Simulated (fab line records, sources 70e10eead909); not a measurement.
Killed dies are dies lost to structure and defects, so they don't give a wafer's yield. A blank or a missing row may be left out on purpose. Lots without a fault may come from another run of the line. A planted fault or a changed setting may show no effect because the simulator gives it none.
Which tool did it? | flow nand_harc | 24 lots, 72 wafers sampled, at 3 steps of a route of 1302

WHAT THE GAUGES READ, wafer by wafer
NHARC_A_CHANNEL_HOLE_D1_OVL_MEAS_11. Usual: overlay_x_nm 0.2 nm, standard deviation 0.82; overlay_y_nm 0.3 nm, standard deviation 0.87.
lot  | measured     | on         | overlay_x_nm (nm) | overlay_y_nm (nm) | flag
L074 | day 8 09:38  | overlay-01 | -0.3 -0.2 0.0     | 0.3 -0.3 -0.2     |
L076 | day 9 05:15  | overlay-01 | 0.8 0.3 0.4       | 1.1 0.6 -0.4      |
L075 | day 9 05:50  | overlay-02 | 0.5 0.0 0.7       | 2.1 1.6 1.7       |
L077 | day 9 16:49  | overlay-02 | 0.2 0.3 0.4       | 0.4 0.7 0.7       |
L078 | day 10 03:39 | overlay-02 | 0.3 0.4 -0.1      | -0.9 -0.8 -1.5    |
L079 | day 10 13:55 | overlay-02 | -1.0 -0.9 -0.8    | 1.5 1.5 1.4       |
L080 | day 10 22:52 | overlay-01 | -0.7 -1.1 -0.6    | 1.5 0.7 1.1       |
L082 | day 11 11:10 | overlay-01 | 1.0 0.9 1.3       | -0.3 -0.8 -0.4    |
L081 | day 11 12:37 | overlay-02 | 1.4 0.9 1.1       | -0.8 -0.3 -0.4    |
L083 | day 12 01:19 | overlay-01 | 0.6 1.0 0.5       | 0.9 0.8 1.0       |
L084 | day 12 17:01 | overlay-01 | 0.4 1.4 0.9       | 0.9 0.5 1.2       |
L085 | day 13 03:14 | overlay-01 | 2.4 2.1 2.7       | 0.8 0.8 0.9       |
L086 | day 13 03:24 | overlay-02 | 0.7 0.4 0.0       | -0.4 -0.7 -1.0    |
L087 | day 14 05:09 | overlay-02 | 1.0 0.7 0.9       | 0.1 0.0 1.0       |
L089 | day 14 10:56 | overlay-02 | -0.9 -0.3 -0.4    | -0.4 -1.0 -0.6    |
L088 | day 14 19:54 | overlay-01 | 0.0 0.1 -0.2      | -0.3 -0.7 -0.3    |
L090 | day 15 09:16 | overlay-02 | 0.2 -0.4 0.3      | -1.3 -1.5 -1.0    |
L091 | day 15 21:25 | overlay-01 | -1.3 -0.7 -1.8    | 0.1 0.3 -0.5      |
L093 | day 16 05:40 | overlay-02 | 0.3 0.3 0.1       | 1.4 1.2 0.9       |
L092 | day 16 06:53 | overlay-02 | 0.0 0.2 0.2       | 0.5 1.0 0.3       |
L094 | day 16 15:50 | overlay-01 | 0.6 0.9 0.8       | -0.2 -0.5 -0.5    |
L095 | day 17 01:05 | overlay-01 | -0.7 -0.5 -0.5    | 0.7 1.0 0.6       |
L097 | day 17 19:58 | overlay-01 | 0.7 0.2 1.1       | 1.4 1.6 1.7       |
L096 | day 19 04:59 | overlay-02 | -0.2 0.3 0.3      | 0.9 1.2 1.3       |

NHARC_A_ONON_D2_THK_MEAS_11: measures by ellipsometry. Usual: thk_nm 997 nm, standard deviation 9.9.
lot  | measured     | on            | thk_nm (nm)    | flag
L074 | day 12 09:16 | film_metro-02 | 1002 1003 1003 |
L076 | day 13 05:56 | film_metro-02 | 980 978 978    |
L075 | day 13 05:57 | film_metro-01 | 1007 1006 1007 |
L077 | day 13 15:55 | film_metro-02 | 1012 1009 1010 |
L078 | day 14 05:53 | film_metro-01 | 1005 1009 1007 |
L079 | day 14 11:28 | film_metro-02 | 995 994 994    |
L080 | day 15 01:08 | film_metro-02 | 1016 1016 1015 |
L082 | day 15 07:57 | film_metro-01 | 999 998 1001   |
L081 | day 15 07:59 | film_metro-02 | 1000 996 998   |
L083 | day 15 23:23 | film_metro-01 | 993 992 994    |
L084 | day 16 17:13 | film_metro-01 | 996 998 995    |
L085 | day 16 22:49 | film_metro-01 | 972 973 975    |
L086 | day 16 22:47 | film_metro-01 | 984 983 984    |
L087 | day 18 09:57 | film_metro-01 | 1010 1008 1009 |
L089 | day 18 10:10 | film_metro-02 | 988 987 988    |
L088 | day 18 23:03 | film_metro-01 | 995 993 995    |
L090 | day 19 07:58 | film_metro-02 | 1001 999 1003  |
L091 | day 19 13:46 | film_metro-02 | 996 997 995    |
L093 | day 20 03:54 | film_metro-01 | 1001 1001 1001 |
L092 | day 20 04:02 | film_metro-01 | 1006 1005 1002 |
L094 | day 20 16:35 | film_metro-02 | 998 998 998    |
L095 | day 20 22:09 | film_metro-01 | 1002 1002 1004 |
L097 | day 22 00:41 | film_metro-02 | 999 1000 1000  |
L096 | day 23 05:31 | film_metro-02 | 987 986 985    |

WHICH TOOL RAN EACH LOT (tool, then ch and the chambers of the sampled wafers, then the start)
lot  | NHARC_A_CHANNEL_FILL_D1_CMP_10
L074 | cmp-02 ch 1,2,3, day 10 18:57
L076 | cmp-03 ch 0,3, day 11 11:47
L075 | cmp-04 ch 0,1, day 11 11:47
L077 | cmp-04 ch 0,3, day 12 00:24
L078 | cmp-02 ch 0,1, day 12 10:43
L079 | cmp-02 ch 0,2, day 13 00:11
L080 | cmp-04 ch 1,2,3, day 13 13:49
L082 | cmp-02 ch 0,1,3, day 13 21:04
L081 | cmp-03 ch 2,3, day 13 21:04
L083 | cmp-02 ch 0,2, day 14 07:43
L084 | cmp-02 ch 0,1,3, day 15 04:24
L085 | cmp-04 ch 0,1,2, day 15 13:01
L086 | cmp-02 ch 0,2,3, day 15 13:02
L087 | cmp-02 ch 0,2,3, day 16 14:32
L089 | cmp-04 ch 2,3, day 16 20:00
L088 | cmp-03 ch 1,2,3, day 17 06:29
L090 | cmp-03 ch 2,3, day 17 20:02
L091 | cmp-03 ch 1,2,3, day 18 03:54
L093 | cmp-02 ch 0,2, day 18 14:04
L092 | cmp-03 ch 1,2, day 18 14:04
L094 | cmp-03 ch 0,1,3, day 19 00:40
L095 | cmp-04 ch 1,3, day 19 08:25
L097 | cmp-04 ch 0,2,3, day 20 03:34
L096 | cmp-02 ch 0,1,2, day 21 15:16
- NHARC_A_CHANNEL_FILL_D1_CMP_10: polishes, target thk 150 nm.

WHAT THE TOOLS THEMSELVES READ (means of the sampled wafers that have a number; where no wafer has one, the mark that the record gives instead)
NHARC_A_CHANNEL_FILL_D1_CMP_10. Usual: motor_current_A 11.8 A, standard deviation 1.1; time_to_endpoint_s 14.9 s, standard deviation 1.9.
lot  | tool   | motor_current_A (A) | time_to_endpoint_s (s) | flag
L074 | cmp-02 | 11.3                | 15.5                   |
L076 | cmp-03 | 11.8                | 17.9                   |
L075 | cmp-04 | 11.5                | 14.2                   |
L077 | cmp-04 | 11.5                | 17.1                   |
L078 | cmp-02 | 12.2                | 18.8                   |
L079 | cmp-02 | 12.3                | 15.1                   |
L080 | cmp-04 | 12.4                | 13.7                   |
L082 | cmp-02 | 11.8                | 15.7                   |
L081 | cmp-03 | 12.0                | 14.2                   |
L083 | cmp-02 | 12.2                | 14.8                   |
L084 | cmp-02 | 12.0                | 14.3                   |
L085 | cmp-04 | 12.0                | 15.9                   |
L086 | cmp-02 | 11.8                | 17.0                   |
L087 | cmp-02 | 11.4                | 13.5                   |
L089 | cmp-04 | 11.6                | 14.7                   |
L088 | cmp-03 | 11.5                | 13.4                   |
L090 | cmp-03 | 11.9                | 14.1                   |
L091 | cmp-03 | 11.8                | 12.3                   |
L093 | cmp-02 | 11.6                | 12.7                   |
L092 | cmp-03 | 11.7                | 14.1                   |
L094 | cmp-03 | 11.5                | 16.4                   |
L095 | cmp-04 | 11.8                | 14.7                   |
L097 | cmp-04 | 11.4                | 15.5                   |
L096 | cmp-02 | 12.1                | 14.1                   |

THE ANSWER, worked out from the rows above alone
Rule: a lot is off if the mean of its wafers that have a number lies more than 3 standard deviations from the usual mean. A lot without any number at a reading at which 4 lots or more have one is off too. The other lots that the step has rows for count as sound. The gauges are gone through in route order, then the tools' own readings, and for those a lot's mean is taken as printed above. The first step at which some lot is off is used, and at that step the reading that is off furthest; a lot without a number counts as furthest.
No lot is off at any reading shown: from this, nothing can be told.

WHAT THE SIMULATOR HAD PUT IN
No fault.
